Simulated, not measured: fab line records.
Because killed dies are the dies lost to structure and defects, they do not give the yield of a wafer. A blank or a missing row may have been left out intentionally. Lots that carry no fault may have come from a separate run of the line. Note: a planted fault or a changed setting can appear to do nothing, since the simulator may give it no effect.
Chamber matching    flow nandHarc    NHARC_P_STI_ETCH_15 on rieSi-02: 4 sister chambers
The step etches the open film in HBr/Cl2, target depth 300 nm, time 100.1 s. 18 wafers are shown with their chamber, then 9 later ones without.

WAFERS WITH THEIR CHAMBER
wafer   chamber  drypumpMotorCurrentA (A)  oesProductAu (a.u.)  throttleValvePct (%)
L077.2  3        5.2                       1.004                26.395
L077.3  2        5.6                       0.982                26.390
L077.5  3        5.2                       1.010                26.403
L080.1  2        5.6                       1.004                26.402
L080.2  3        5.3                       1.006                26.406
L080.5  0        6.4                       1.008                26.392
L083.1  3        5.2                       0.997                26.403
L083.2  2        5.6                       0.998                26.402
L083.5  2        5.6                       1.000                26.421
L084.2  3        5.2                       1.000                26.392
L084.3  1        5.9                       1.009                26.402
L084.5  0        6.5                       1.008                26.418
L085.1  0        6.4                       1.007                26.405
L085.5  3        5.2                       1.008                26.395
L085.6  2        5.6                       0.996                26.407
L087.3  1        5.9                       1.003                26.409
L087.5  2        5.6                       1.007                26.396
L087.6  1        5.9                       1.003                26.408

SIGNATURES (averages over the wafers above)
reading               chamber 0  chamber 1  chamber 2  chamber 3  scatter within a chamber
drypumpMotorCurrentA  6.433      5.900      5.600      5.217      0.0327
oesProductAu          1.00767    1.00500    0.99783    1.00417    0.00613
throttleValvePct      26.40500   26.40633   26.40300   26.39900   0.00882
Rule: distance of a wafer from a chamber = root of the sum over the readings of ((wafer's reading minus chamber's mean) / reading's scatter) squared. If the next closest chamber is less than 2 further off than the closest, the wafer can't be placed; otherwise it belongs to the closest. The scatter: the root of (the sum of the squares of (reading less its chamber's mean) over the shown wafers, divided by (wafers less chambers)).

WAFERS WITHOUT THEIR CHAMBER
wafer   drypumpMotorCurrentA (A)  oesProductAu (a.u.)  throttleValvePct (%)
L089.1  6.4                       1.017                26.402
L089.2  5.6                       1.007                26.412
L089.5  5.2                       1.020                26.430
L092.1  5.9                       0.992                26.400
L092.2  5.2                       1.016                26.408
L092.4  6.4                       1.010                26.411
L097.1  5.9                       0.996                26.406
L097.3  5.6                       1.006                26.413
L097.5  5.2                       1.010                26.414

WHICH CHAMBER EACH WENT THROUGH
wafer   from the rows above  in truth
L089.1  0                    0
L089.2  2                    2
L089.5  3                    3
L092.1  1                    1
L092.2  3                    3
L092.4  0                    0
L097.1  1                    1
L097.3  2                    2
L097.5  3                    3
Placed correctly: 9 of 9. Not placeable from these rows: 0. Number placed wrongly: 0.
